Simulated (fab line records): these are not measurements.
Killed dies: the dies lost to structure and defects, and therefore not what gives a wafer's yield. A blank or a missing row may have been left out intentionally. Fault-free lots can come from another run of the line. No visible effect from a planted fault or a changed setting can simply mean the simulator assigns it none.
Matching of chambers	flow nand-harc	pecvd-02 running NHARC_A_STAIRCASE_DEP_301: 3 sister chambers
The step deposits SiON, target thk 30 nm. 3 wafers are shown with their chamber, then 10 later ones without.

EACH WAFER AND ITS CHAMBER
wafer	chamber	susceptor-temp-C (C)
L087.5	0	399.95
L090.1	2	399.73
L090.3	1	399.93

WAFERS WHOSE CHAMBER IS MISSING
wafer	susceptor-temp-C (C)
L090.5	399.74
L091.1	399.72
L091.5	400.21
L091.6	399.97
L094.1	399.77
L094.3	400.20
L094.5	400.56
L097.2	400.05
L097.3	400.04
L097.5	399.79

WHICH CHAMBER EACH WENT THROUGH
wafer	from the rows above	in truth
L090.5	can't be placed: 2 or 1 or 0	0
L091.1	can't be placed: 2 or 1 or 0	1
L091.5	can't be placed: 0 or 1 or 2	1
L091.6	can't be placed: 0 or 1 or 2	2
L094.1	can't be placed: 2 or 1 or 0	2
L094.3	can't be placed: 0 or 1 or 2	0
L094.5	can't be placed: 0 or 1 or 2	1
L097.2	can't be placed: 0 or 1 or 2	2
L097.3	can't be placed: 0 or 1 or 2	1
L097.5	can't be placed: 2 or 1 or 0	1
0 of 10 placed correctly. Can't be placed from these rows: 10 (the true chamber is among the candidates in 10). Wrongly placed: 0.
How it was worked out, from the rows above alone: a wafer's distance from a chamber is the root of the sum, over the readings, of the square of ((its reading less the chamber's mean) divided by the reading's scatter). If the next closest chamber is less than 2 further off than the closest, the wafer can't be placed; otherwise it belongs to the closest. The mean given for a chamber averages the wafers shown for that chamber. The scatter: with one shown wafer a chamber, the root of the mean of the squares of how far each hidden wafer lies from its nearest shown one.
